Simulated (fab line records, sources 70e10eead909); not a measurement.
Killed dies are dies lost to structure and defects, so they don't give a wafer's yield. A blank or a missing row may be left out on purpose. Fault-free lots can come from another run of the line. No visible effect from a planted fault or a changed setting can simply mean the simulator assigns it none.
Matching of chambers | flow nand harc | NHARC_A_CHANNEL_FILL_D1_ETCHBACK_20 on rie diel-12: 4 sister chambers
The step etches the open film in C4F8/O2/Ar, target depth 27 nm, time 13.5 s. 8 wafers are shown with their chamber, then 12 later ones without.

## WAFERS WITH THEIR CHAMBER
wafer  | chamber | rf vpp V (V) | oes product au (a.u.)
L079.3 | 2       | 976          | 1.01
L079.5 | 2       | 977          | 1.02
L089.2 | 0       | 981          | 0.98
L089.3 | 1       | 974          | 1.01
L089.6 | 1       | 975          | 1.01
L086.1 | 0       | 983          | 0.93
L086.3 | 3       | 988          | 0.93
L086.5 | 3       | 988          | 0.93

## WAFERS WHOSE CHAMBER IS MISSING
wafer  | rf vpp V (V) | oes product au (a.u.)
L088.1 | 988          | 1.00
L088.3 | 975          | 1.00
L088.5 | 987          | 1.00
L092.4 | 988          | 0.93
L092.5 | 982          | 0.90
L092.6 | 975          | 0.91
L096.2 | 983          | 0.91
L096.3 | 976          | 0.93
L096.4 | 984          | 0.91
L097.2 | 974          | 0.93
L097.3 | 981          | 0.92
L097.6 | 983          | 0.91

## THE CHAMBER EACH PASSED THROUGH
wafer  | from the rows above     | in truth
L088.1 | 3                       | 3
L088.3 | can't be placed: 1 or 2 | 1
L088.5 | 3                       | 3
L092.4 | 3                       | 3
L092.5 | 0                       | 0
L092.6 | can't be placed: 1 or 2 | 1
L096.2 | 0                       | 0
L096.3 | can't be placed: 2 or 1 | 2
L096.4 | can't be placed: 0 or 3 | 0
L097.2 | can't be placed: 1 or 2 | 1
L097.3 | 0                       | 0
L097.6 | 0                       | 0
7 of 12 placed correctly. These rows do not allow placing 5 (true chamber among the candidates in 5). Number placed wrongly: 0.
How it was worked out, from the rows above alone: a wafer's distance from a chamber is the root of the sum, over the readings, of the square of ((its reading less the chamber's mean) divided by the reading's scatter). The wafer belongs to the nearest chamber; if the next one is less than 2 further off, it can't be placed. For every chamber, the mean is computed from those of its wafers that are shown. How the scatter is found: for the shown wafers, subtract from each reading the mean of its chamber, square and add these, divide the total by (wafers less chambers), then take the root.
